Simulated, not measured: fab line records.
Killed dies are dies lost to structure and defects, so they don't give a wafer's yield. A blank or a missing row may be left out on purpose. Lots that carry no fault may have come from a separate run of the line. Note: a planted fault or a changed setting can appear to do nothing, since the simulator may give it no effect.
Chamber matching ; flow nand harc ; 4 sister chambers for NHARC_A_CHANNEL_FILL_D2_ETCHBACK_20 on rie diel-05
The step etches the open film in C4F8/O2/Ar, target depth 27 nm, time 13.5 s. 24 wafers are shown with their chamber, then 12 later ones without.

== WAFERS PAIRED WITH THEIR CHAMBERS ==
wafer;chamber;rf vpp V (V);oes product au (a.u.)
L074.1;1;977;0.953
L074.2;3;984;0.929
L074.5;2;974;0.922
L076.1;3;984;0.934
L076.3;2;973;0.922
L076.6;1;976;0.948
L078.4;1;976;1.026
L078.5;0;985;1.011
L078.6;1;976;1.028
L081.2;1;976;1.004
L081.4;3;985;0.987
L081.5;1;976;1.019
L082.2;0;986;0.999
L082.4;3;981;1.011
L082.6;0;986;1.005
L085.1;0;984;1.005
L085.3;3;983;1.018
L085.6;1;975;1.006
L086.2;2;973;0.950
L086.4;3;983;0.971
L086.6;2;975;0.949
L089.2;0;985;0.924
L089.4;3;984;1.012
L089.5;1;976;0.988

SIGNATURES (means of the wafers above)
reading;chamber 0;chamber 1;chamber 2;chamber 3;scatter within a chamber
rf vpp V;985.20;976.00;973.75;983.43;0.929
oes product au;0.98880;0.99650;0.93575;0.98029;0.0325
Rule: for a wafer and a chamber, the distance is found by dividing, reading by reading, the gap between the wafer's reading and the chamber's mean by the reading's scatter, squaring, summing and taking the root. The wafer belongs to the nearest chamber; if the next one is less than 2 further off, it can't be placed. How the scatter is found: for the shown wafers, subtract from each reading the mean of its chamber, square and add these, divide the total by (wafers less chambers), then take the root.

== WAFERS WHOSE CHAMBER IS MISSING ==
wafer;rf vpp V (V);oes product au (a.u.)
L090.1;983;1.031
L090.2;976;0.996
L090.3;985;1.001
L092.1;988;0.995
L092.3;973;0.980
L092.5;971;0.986
L094.1;972;0.999
L094.4;986;1.006
L094.5;986;1.000
L096.4;975;1.002
L096.5;972;0.995
L096.6;983;1.014

== WHICH CHAMBER EACH WENT THROUGH ==
wafer;from the rows above;in truth
L090.1;can't be placed: 3 or 0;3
L090.2;1;1
L090.3;can't be placed: 0 or 3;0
L092.1;can't be placed: 0 or 3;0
L092.3;can't be placed: 2 or 1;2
L092.5;2;2
L094.1;can't be placed: 2 or 1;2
L094.4;can't be placed: 0 or 3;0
L094.5;can't be placed: 0 or 3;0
L096.4;can't be placed: 1 or 2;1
L096.5;can't be placed: 2 or 1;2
L096.6;can't be placed: 3 or 0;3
Correct placement for 2 of the 12. Can't be placed from these rows: 10 (the true chamber is among the candidates in 10). Number placed wrongly: 0.
